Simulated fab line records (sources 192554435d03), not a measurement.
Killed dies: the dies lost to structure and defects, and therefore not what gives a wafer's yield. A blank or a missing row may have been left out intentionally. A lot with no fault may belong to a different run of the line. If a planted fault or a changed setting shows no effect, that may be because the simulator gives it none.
8D (eight disciplines) problem report, filled in by code    flow n5Finfet    the parts of the form that need people (team, actions taken, sign-off) are left out

== 1. WHAT IS WRONG ==
Mean M1_ILD_THK at N5_BEOL_M1_THK_MEAS_01: 61.0 nm over 3 wafers in 3 lots; fault-free wafers: 78.9 nm, standard deviation 1. Relative to the usual mean, that is a shift of -18 standard deviations.
First observed at day 9 03:35: wafer L270.4, on filmMetro-02. The record has a number at this step for 28 wafers belonging to 11 lots. Rule for "out" (also "out of limits"): further than 4 standard deviations from the usual mean. The other wafers with a number count as sound.

== 2. WHAT IT IS AND WHAT IT IS NOT ==
question                     is                          is not
which readings at this step  M1_ILD_THK                  -
which lots                   L270, L271, L275            L259, L260, L262, L267, L268, L279, L280, L282
which wafers of those lots   L270.4, L271.4, L275.6      L270.1, L271.2, L275.2
read on which gauges         filmMetro-01, filmMetro-02  -
when                         from day 9 03:35            up to then (16 sound wafers); but 9 sound wafers of L271, L275, L279, L280, L282 came after

== 3. THE SUSPECTS, EACH WITH WHAT RULES IT OUT ==
Counting: if a tool at a process step up to the reading ran every lot that is out, it stays a suspect. Sound lots after the first of them don't rule it out here, since some wafers of a struck lot are sound.
- the gauge at N5_BEOL_M1_THK_MEAS_01 is ruled out. Those wafers that are out were read across 2 gauges (filmMetro-01, filmMetro-02).
- pecvd-03 at N5_BEOL_M1_ILD_DEP_00 (deposits SiOC from DEMS/O2, target thk 79 nm, time 15.3 s): kept. Every lot that is out went through it, the first being L270 (day 9 03:31); the last sound lot it ran before that was L268 (day 8 12:04).
The count leaves pecvd-03 at N5_BEOL_M1_ILD_DEP_00.

== 4. THE CAUSE (what the simulator had put in) ==
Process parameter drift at N5_BEOL_M1_ILD_DEP_00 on pecvd-03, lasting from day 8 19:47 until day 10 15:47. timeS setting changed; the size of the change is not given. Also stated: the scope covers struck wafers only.
Counting left only this tool.

== 5. THE EFFECT CHAIN, in route order ==
One row per reading whose mean, taken over the struck wafers that have a number, lies over 3 standard deviations from the usual. Scope: only readings with a usual standard deviation given in the record; hours: median across lots of the time from each lot's start at the first step in this table that gives one to its start at this step; sigmas: change in usual standard deviations.
hours  step                     reading             usual    on struck wafers  change  sigmas
0      N5_BEOL_M1_THK_MEAS_01   M1_ILD_THK          78.9 nm  61.0              -17.9   -18
306    N5_PASSIVATION_PROBE_49  killed_at_M0_to_M3  38       86                +48     +4.3
306    N5_PASSIVATION_PROBE_49  sort_bin_8_speed    0.01 %   3.70              +3.69   +99 or more
It contains these process steps:
- N5_PASSIVATION_PROBE_49
Readings that are blank on the struck wafers while sound wafers have them: susceptorTempC at N5_BEOL_M1_ILD_DEP_00.
At these later measuring or inspecting steps, every struck wafer for which the step has a row has a number for every such reading, and none has moved that far: N5_BEOL_M4_RC_MEAS_101.

== 6. WHAT WOULD HAVE CAUGHT IT SOONER ==
The first out-of-limits reading at a measuring or inspecting step in this record came at day 9 03:35, 8 hours after the fault's start at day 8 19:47.
Among the 3 lots that are out, L271, L275 began N5_BEOL_M1_ILD_DEP_00 on pecvd-03 after day 9 03:35. A hold on the tool at that time would have spared those 2.
